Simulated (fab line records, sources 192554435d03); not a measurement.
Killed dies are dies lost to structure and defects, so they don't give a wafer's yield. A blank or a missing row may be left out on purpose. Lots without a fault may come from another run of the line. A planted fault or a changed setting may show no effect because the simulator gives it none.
Which tool did it? | flow n5_finfet | 24 lots, 72 wafers sampled, at 6 steps of a route of 1938

WHAT THE GAUGES READ, wafer by wafer
N5_DUMMY_GATE_CD_MEAS_15: target cd 25.8 nm.
lot  | measured    | on        | cd_nm (nm)
L074 | day 2 20:14 | cd_sem-03 | 24.98 24.94 25.20
L075 | day 3 02:29 | cd_sem-02 | 24.97 24.62 25.21
L076 | day 3 10:07 | cd_sem-02 | 25.10 24.92 25.04
L077 | day 3 14:55 | cd_sem-02 | 25.11 25.12 25.37
L078 | day 3 22:57 | cd_sem-02 | 25.56 25.25 25.14
L079 | day 4 03:23 | cd_sem-02 | 24.84 24.88 24.74
L080 | day 4 10:23 | cd_sem-02 | 24.87 25.26 24.89
L081 | day 4 15:44 | cd_sem-01 | 24.97 24.68 25.11
L082 | day 4 20:59 | cd_sem-02 | 24.99 24.88 25.05
L083 | day 5 05:34 | cd_sem-02 | 25.05 24.95 24.50
L084 | day 5 10:22 | cd_sem-03 | 25.19 24.98 25.07
L085 | day 5 19:42 | cd_sem-01 | 24.99 25.32 25.02
L086 | day 5 23:20 | cd_sem-03 | 25.20 25.03 24.88
L087 | day 6 04:25 | cd_sem-03 | 24.82 24.63 24.61
L088 | day 6 11:11 | cd_sem-02 | 25.12 25.01 25.31
L089 | day 6 17:38 | cd_sem-03 | 24.69 24.98 24.88
L090 | day 7 01:36 | cd_sem-03 | 25.01 25.03 24.96
L091 | day 7 08:35 | cd_sem-01 | 25.02 24.99 24.47
L092 | day 7 09:25 | cd_sem-01 | 25.10 25.50 25.38
L093 | day 7 20:10 | cd_sem-03 | 25.13 25.01 25.27
L094 | day 7 22:58 | cd_sem-03 | 24.92 24.86 24.86
L095 | day 8 04:29 | cd_sem-03 | 24.80 24.95 24.77
L096 | day 8 09:23 | cd_sem-02 | 25.02 25.16 24.80
L097 | day 8 17:51 | cd_sem-02 | 24.95 24.75 24.81

N5_SD_EPI_N_OVL_MEAS_10.
lot  | measured    | on         | SD_N_BLK_OVL (nm)
L074 | day 2 22:41 | overlay-01 | 0.4 0.4 -0.5
L075 | day 3 04:59 | overlay-01 | 0.3 -0.4 0.3
L076 | day 3 12:41 | overlay-01 | 1.0 0.6 0.2
L077 | day 3 17:20 | overlay-01 | -0.1 0.0 1.2
L078 | day 4 01:44 | overlay-01 | -1.6 -0.6 -1.0
L079 | day 4 05:41 | overlay-02 | -0.2 -0.4 -1.0
L080 | day 4 13:05 | overlay-02 | 0.3 -0.9 0.4
L081 | day 4 18:47 | overlay-01 | -0.1 -0.7 0.7
L082 | day 4 23:11 | overlay-01 | 1.9 0.5 1.1
L083 | day 5 08:07 | overlay-02 | 0.8 0.9 0.9
L084 | day 5 12:44 | overlay-01 | -1.2 -0.4 -1.0
L085 | day 5 22:01 | overlay-01 | 0.2 -1.6 -1.0
L086 | day 6 01:39 | overlay-02 | -0.1 -0.6 -0.2
L087 | day 6 06:50 | overlay-02 | 0.6 -0.8 -0.7
L088 | day 6 13:47 | overlay-01 | 1.1 1.0 0.5
L089 | day 6 19:58 | overlay-01 | 1.1 0.5 0.3
L090 | day 7 04:20 | overlay-01 | 0.9 0.8 1.9
L091 | day 7 11:55 | overlay-01 | -0.7 -1.1 -0.2
L092 | day 7 12:39 | overlay-01 | -1.5 1.2 -0.4
L093 | day 7 22:22 | overlay-02 | -0.5 0.1 0.7
L094 | day 8 01:19 | overlay-01 | -0.1 -1.2 -0.2
L095 | day 8 07:22 | overlay-01 | 0.2 0.3 0.9
L096 | day 8 12:44 | overlay-02 | 0.4 -1.6 -0.5
L097 | day 8 21:40 | overlay-01 | -1.0 0.7 0.5

WHICH TOOL RAN EACH LOT (tool, then ch and the chambers of the sampled wafers, then the start)
lot  | N5_FIN_CUT_ETCH_21                | N5_STI_FIN_REVEAL_DENSIFY_30    | N5_STI_FIN_REVEAL_OXIDATION_31      | N5_SPACER0_ALD_07
L074 | rie_diel-06 ch 0,2,3, day 2 02:01 | rtp_anneal-01 ch 0, day 2 08:22 | plasma_asher-01 ch 0,1, day 2 10:59 | ald_sin-03 ch 1,2,3, day 2 21:49
L075 | rie_diel-05 ch 1,2, day 2 08:08   | rtp_anneal-01 ch 0, day 2 14:24 | plasma_asher-02 ch 0,1, day 2 17:15 | ald_sin-03 ch 0,3, day 3 03:59
L076 | rie_diel-05 ch 0,1,3, day 2 14:25 | rtp_anneal-01 ch 0, day 2 21:46 | plasma_asher-01 ch 0,1, day 3 00:36 | ald_sin-02 ch 0,1,2, day 3 11:41
L077 | rie_diel-02 ch 0,2,3, day 2 20:25 | rtp_anneal-02 ch 0, day 3 02:57 | plasma_asher-02 ch 0,1, day 3 05:39 | ald_sin-03 ch 1,2, day 3 16:28
L078 | rie_diel-06 ch 1,2,3, day 3 03:37 | rtp_anneal-02 ch 0, day 3 10:44 | plasma_asher-01 ch 0,1, day 3 13:19 | ald_sin-02 ch 1,2, day 4 00:44
L079 | rie_diel-06 ch 0,2,3, day 3 09:01 | rtp_anneal-02 ch 0, day 3 15:19 | plasma_asher-01 ch 0,1, day 3 18:13 | ald_sin-02 ch 0,1,2, day 4 04:41
L080 | rie_diel-05 ch 1,2, day 3 16:16   | rtp_anneal-01 ch 0, day 3 22:33 | plasma_asher-01 ch 0, day 4 01:10   | ald_sin-04 ch 0,2, day 4 12:05
L081 | rie_diel-05 ch 1,2, day 3 21:22   | rtp_anneal-02 ch 0, day 4 03:50 | plasma_asher-02 ch 0,1, day 4 06:28 | ald_sin-02 ch 0,2,3, day 4 17:47
L082 | rie_diel-02 ch 0,1,2, day 4 02:20 | rtp_anneal-02 ch 0, day 4 08:43 | plasma_asher-01 ch 0,1, day 4 11:22 | ald_sin-03 ch 0,1,2, day 4 22:19
L083 | rie_diel-06 ch 0,1, day 4 10:13   | rtp_anneal-02 ch 0, day 4 17:16 | plasma_asher-02 ch 0,1, day 4 19:53 | ald_sin-02 ch 0,3, day 5 07:07
L084 | rie_diel-02 ch 0,1, day 4 15:28   | rtp_anneal-02 ch 0, day 4 21:57 | plasma_asher-02 ch 1, day 5 00:35   | ald_sin-04 ch 0,3, day 5 11:52
L085 | rie_diel-02 ch 0,2, day 4 23:09   | rtp_anneal-02 ch 0, day 5 07:14 | plasma_asher-01 ch 0,1, day 5 10:00 | ald_sin-03 ch 0,1, day 5 21:01
L086 | rie_diel-02 ch 0,2,3, day 5 05:01 | rtp_anneal-02 ch 0, day 5 11:28 | plasma_asher-02 ch 0,1, day 5 14:14 | ald_sin-04 ch 0,1,3, day 6 00:39
L087 | rie_diel-06 ch 1,2, day 5 08:49   | rtp_anneal-01 ch 0, day 5 16:43 | plasma_asher-01 ch 0,1, day 5 19:19 | ald_sin-02 ch 0,3, day 6 05:50
L088 | rie_diel-02 ch 1,2,3, day 5 16:25 | rtp_anneal-01 ch 0, day 5 23:23 | plasma_asher-02 ch 0,1, day 6 02:00 | ald_sin-04 ch 1,2,3, day 6 12:47
L089 | rie_diel-06 ch 0,2,3, day 5 21:29 | rtp_anneal-01 ch 0, day 6 04:03 | plasma_asher-01 ch 0,1, day 6 06:42 | ald_sin-02 ch 0,1,2, day 6 18:58
L090 | rie_diel-05 ch 0,1,2, day 6 03:32 | rtp_anneal-01 ch 0, day 6 09:50 | plasma_asher-02 ch 0,1, day 6 12:29 | ald_sin-03 ch 0,1,3, day 7 03:21
L091 | rie_diel-02 ch 2,3, day 6 09:58   | rtp_anneal-02 ch 0, day 6 16:52 | plasma_asher-02 ch 0,1, day 6 19:34 | ald_sin-02 ch 1,2,3, day 7 11:03
L092 | rie_diel-06 ch 0,1,2, day 6 14:13 | rtp_anneal-01 ch 0, day 6 20:29 | plasma_asher-01 ch 0,1, day 6 23:08 | ald_sin-03 ch 0,1,2, day 7 11:38
L093 | rie_diel-05 ch 0,2,3, day 6 19:58 | rtp_anneal-01 ch 0, day 7 03:03 | plasma_asher-01 ch 0,1, day 7 05:40 | ald_sin-04 ch 0,1,3, day 7 21:29
L094 | rie_diel-05 ch 1,2, day 7 02:17   | rtp_anneal-01 ch 0, day 7 08:34 | plasma_asher-01 ch 0,1, day 7 11:38 | ald_sin-03 ch 0,1,3, day 8 00:19
L095 | rie_diel-02 ch 0,2,3, day 7 09:10 | rtp_anneal-01 ch 0, day 7 16:17 | plasma_asher-01 ch 0,1, day 7 18:57 | ald_sin-03 ch 0,2,3, day 8 06:29
L096 | rie_diel-02 ch 1,2, day 7 15:12   | rtp_anneal-01 ch 0, day 7 21:36 | plasma_asher-01 ch 0,1, day 8 00:14 | ald_sin-03 ch 2,3, day 8 11:44
L097 | rie_diel-02 ch 1,2, day 7 21:49   | rtp_anneal-02 ch 0, day 8 04:05 | plasma_asher-01 ch 0,1, day 8 06:44 | ald_sin-03 ch 0,1,3, day 8 20:47
- N5_FIN_CUT_ETCH_21: etches SOC in N2/H2, target depth 219 nm, overetch 43.8 nm, time 523.5 s.
- N5_STI_FIN_REVEAL_DENSIFY_30
- N5_STI_FIN_REVEAL_OXIDATION_31: chemistry O2 PLASMA REMOTE, time 20 s.
- N5_SPACER0_ALD_07: deposits SiNx, target thk 2 nm.

WHAT THE TOOLS THEMSELVES READ (means of the sampled wafers that have a number; where no wafer has one, the mark that the record gives instead)
N5_FIN_CUT_ETCH_21.
lot  | tool        | drypump_motor_current_A (A) | oes_product_au (a.u.) | rf_vpp_V (V) | showerhead_plenum_p_Torr (Torr) | throttle_valve_pct (%)
L074 | rie_diel-06 | 5.6                         | 0.72                  | 239.7        | 2.52                            | 17.87
L075 | rie_diel-05 | 5.7                         | 0.67                  | 241.1        | 2.60                            | 17.65
L076 | rie_diel-05 | 5.6                         | 0.66                  | 240.5        | 2.52                            | 17.96
L077 | rie_diel-02 | 5.5                         | 0.72                  | 241.1        | 2.55                            | 17.73
L078 | rie_diel-06 | 5.7                         | 0.69                  | 238.1        | 2.40                            | 17.96
L079 | rie_diel-06 | 5.6                         | 0.71                  | 240.0        | 2.51                            | 17.89
L080 | rie_diel-05 | 5.8                         | 0.67                  | 241.3        | 2.59                            | 17.67
L081 | rie_diel-05 | 5.5                         | 0.65                  | 240.6        | 2.55                            | 17.88
L082 | rie_diel-02 | 5.7                         | 0.73                  | 241.3        | 2.60                            | 17.80
L083 | rie_diel-06 | 5.9                         | 0.74                  | 239.9        | 2.47                            | 18.04
L084 | rie_diel-02 | 6.0                         | 0.73                  | 242.3        | 2.67                            | 17.99
L085 | rie_diel-02 | 5.5                         | 0.72                  | 240.4        | 2.52                            | 17.64
L086 | rie_diel-02 | 5.5                         | 0.71                  | 240.1        | 2.54                            | 17.74
L087 | rie_diel-06 | 5.9                         | 0.71                  | 237.8        | 2.39                            | 18.13
L088 | rie_diel-02 | 5.8                         | 0.73                  | 241.0        | 2.57                            | 17.86
L089 | rie_diel-06 | 5.6                         | 0.70                  | 240.6        | 2.50                            | 17.91
L090 | rie_diel-05 | 5.8                         | 0.73                  | 239.9        | 2.55                            | 17.66
L091 | rie_diel-02 | 5.5                         | 0.72                  | 240.6        | 2.49                            | 17.68
L092 | rie_diel-06 | 5.8                         | 0.71                  | 239.4        | 2.49                            | 18.06
L093 | rie_diel-05 | 5.9                         | 0.75                  | 240.8        | 2.56                            | 17.66
L094 | rie_diel-05 | 5.8                         | 0.72                  | 241.8        | 2.58                            | 17.57
L095 | rie_diel-02 | 5.5                         | 0.70                  | 241.4        | 2.54                            | 17.77
L096 | rie_diel-02 | 5.8                         | 0.72                  | 241.2        | 2.53                            | 17.78
L097 | rie_diel-02 | 6.0                         | 0.73                  | 240.9        | 2.61                            | 17.96

N5_STI_FIN_REVEAL_DENSIFY_30.
lot  | tool          | lamp_power_pct (%)
L074 | rtp_anneal-01 | 11.51
L075 | rtp_anneal-01 | 11.59
L076 | rtp_anneal-01 | 11.53
L077 | rtp_anneal-02 | 11.54
L078 | rtp_anneal-02 | 11.48
L079 | rtp_anneal-02 | 11.52
L080 | rtp_anneal-01 | 11.54
L081 | rtp_anneal-02 | 11.52
L082 | rtp_anneal-02 | 11.50
L083 | rtp_anneal-02 | 11.51
L084 | rtp_anneal-02 | 11.49
L085 | rtp_anneal-02 | 11.55
L086 | rtp_anneal-02 | 11.52
L087 | rtp_anneal-01 | 11.51
L088 | rtp_anneal-01 | 11.52
L089 | rtp_anneal-01 | 11.57
L090 | rtp_anneal-01 | 11.53
L091 | rtp_anneal-02 | 11.51
L092 | rtp_anneal-01 | 11.56
L093 | rtp_anneal-01 | 11.51
L094 | rtp_anneal-01 | 11.51
L095 | rtp_anneal-01 | 11.59
L096 | rtp_anneal-01 | 11.56
L097 | rtp_anneal-02 | 11.52

N5_STI_FIN_REVEAL_OXIDATION_31.
lot  | tool            | drypump_motor_current_A (A) | heater_power_w (W)
L074 | plasma_asher-01 | 5.6                         | 149
L075 | plasma_asher-02 | 5.5                         | 137
L076 | plasma_asher-01 | 5.3                         | 147
L077 | plasma_asher-02 | 5.2                         | 143
L078 | plasma_asher-01 | 5.3                         | 145
L079 | plasma_asher-01 | 5.6                         | 150
L080 | plasma_asher-01 | 5.0                         | 139
L081 | plasma_asher-02 | 5.5                         | 137
L082 | plasma_asher-01 | 5.6                         | 149
L083 | plasma_asher-02 | 5.2                         | 144
L084 | plasma_asher-02 | 5.0                         | 152
L085 | plasma_asher-01 | 5.3                         | 144
L086 | plasma_asher-02 | 5.5                         | 137
L087 | plasma_asher-01 | 5.3                         | 146
L088 | plasma_asher-02 | 5.5                         | 135
L089 | plasma_asher-01 | 5.6                         | 150
L090 | plasma_asher-02 | 5.2                         | 144
L091 | plasma_asher-02 | 5.2                         | 143
L092 | plasma_asher-01 | 5.3                         | 146
L093 | plasma_asher-01 | 5.3                         | 146
L094 | plasma_asher-01 | 5.6                         | 152
L095 | plasma_asher-01 | 5.3                         | 146
L096 | plasma_asher-01 | 5.3                         | 144
L097 | plasma_asher-01 | 5.3                         | 147

N5_SPACER0_ALD_07.
lot  | tool       | heater_power_w (W)
L074 | ald_sin-03 | 831
L075 | ald_sin-03 | 873
L076 | ald_sin-02 | 783
L077 | ald_sin-03 | 845
L078 | ald_sin-02 | 743
L079 | ald_sin-02 | 771
L080 | ald_sin-04 | 881
L081 | ald_sin-02 | 852
L082 | ald_sin-03 | 851
L083 | ald_sin-02 | 945
L084 | ald_sin-04 | 864
L085 | ald_sin-03 | 844
L086 | ald_sin-04 | 830
L087 | ald_sin-02 | 934
L088 | ald_sin-04 | 894
L089 | ald_sin-02 | 775
L090 | ald_sin-03 | 839
L091 | ald_sin-02 | 804
L092 | ald_sin-03 | 853
L093 | ald_sin-04 | 829
L094 | ald_sin-03 | 846
L095 | ald_sin-03 | 867
L096 | ald_sin-03 | 852
L097 | ald_sin-03 | 848

THE ANSWER, worked out from the rows above alone
Rule: what is usual is taken from the lots themselves. Put in order of their means at a reading, lots are off if they are a third of the lots or fewer, leave a main group of 4 or more, and stand apart from it by a gap of 3 or more times the standard deviation of the main group's means; of several such gaps the widest counts. A main group whose means are all the same, to the digits that the tables above print for the reading, isn't used. A lot without any number at a reading at which 4 lots or more have one is off too. The other lots that the step has rows for count as sound. The gauges are gone through in route order, then the tools' own readings, and for those a lot's mean is taken as printed above. The first step at which some lot is off is used, and at that step the reading that is off furthest; a lot without a number counts as furthest.
No lot is off at any reading shown: from this, nothing can be told.

WHAT THE SIMULATOR HAD PUT IN
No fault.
